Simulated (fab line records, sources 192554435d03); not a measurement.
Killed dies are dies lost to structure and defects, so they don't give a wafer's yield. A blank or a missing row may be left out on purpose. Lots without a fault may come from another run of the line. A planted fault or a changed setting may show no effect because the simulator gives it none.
Chamber matching | flow n5_finfet | N5_BEOL_M10_CMP_52 on cmp-03: 4 sister chambers
The step polishes, stops on SiCOH lowk, t overpolish 7 s, target thk 140 nm. 8 wafers are shown with their chamber, then 11 later ones without.

WAFERS WITH THEIR CHAMBER
wafer  | chamber | motor_current_A (A) | time_to_endpoint_s (s)
L080.4 | 1       | 5.7                 | 68.0
L082.4 | 1       | 5.9                 | 67.6
L086.2 | 3       | 5.8                 | 69.4
L086.3 | 2       | 5.7                 | 66.1
L087.2 | 0       | 5.2                 | 65.7
L087.3 | 3       | 6.1                 | 68.5
L087.5 | 2       | 5.9                 | 67.7
L088.1 | 0       | 5.3                 | 68.7

WAFERS WITHOUT THEIR CHAMBER
wafer  | motor_current_A (A) | time_to_endpoint_s (s)
L088.4 | 6.1                 | 67.1
L088.5 | 6.5                 | 65.3
L092.1 | 5.7                 | 63.2
L092.2 | 6.2                 | 62.9
L092.3 | 5.9                 | 68.9
L094.1 | 6.2                 | 63.7
L094.4 | 5.1                 | 66.3
L094.5 | 6.1                 | 62.2
L096.1 | 6.2                 | 63.9
L096.2 | 6.0                 | 67.6
L096.4 | 5.4                 | 64.8

WHICH CHAMBER EACH WENT THROUGH
wafer  | from the rows above               | in truth
L088.4 | can't be placed: 3 or 2 or 1      | 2
L088.5 | can't be placed: 3 or 2 or 1      | 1
L092.1 | can't be placed: 2 or 1 or 0 or 3 | 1
L092.2 | can't be placed: 2 or 1 or 3      | 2
L092.3 | can't be placed: 3 or 1 or 2      | 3
L094.1 | can't be placed: 2 or 1 or 3      | 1
L094.4 | 0                                 | 0
L094.5 | can't be placed: 2 or 1 or 3      | 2
L096.1 | can't be placed: 2 or 1 or 3      | 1
L096.2 | can't be placed: 3 or 1 or 2      | 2
L096.4 | can't be placed: 0 or 2 or 1      | 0
Placed correctly: 1 of 11. Can't be placed from these rows: 10 (the true chamber is among the candidates in 10). Placed wrongly: 0.
How it was worked out, from the rows above alone: a wafer's distance from a chamber is the root of the sum, over the readings, of the square of ((its reading less the chamber's mean) divided by the reading's scatter). The wafer belongs to the nearest chamber; if the next one is less than 2 further off, it can't be placed. A chamber's mean is the mean of its shown wafers. The scatter: the root of (the sum of the squares of (reading less its chamber's mean) over the shown wafers, divided by (wafers less chambers)).
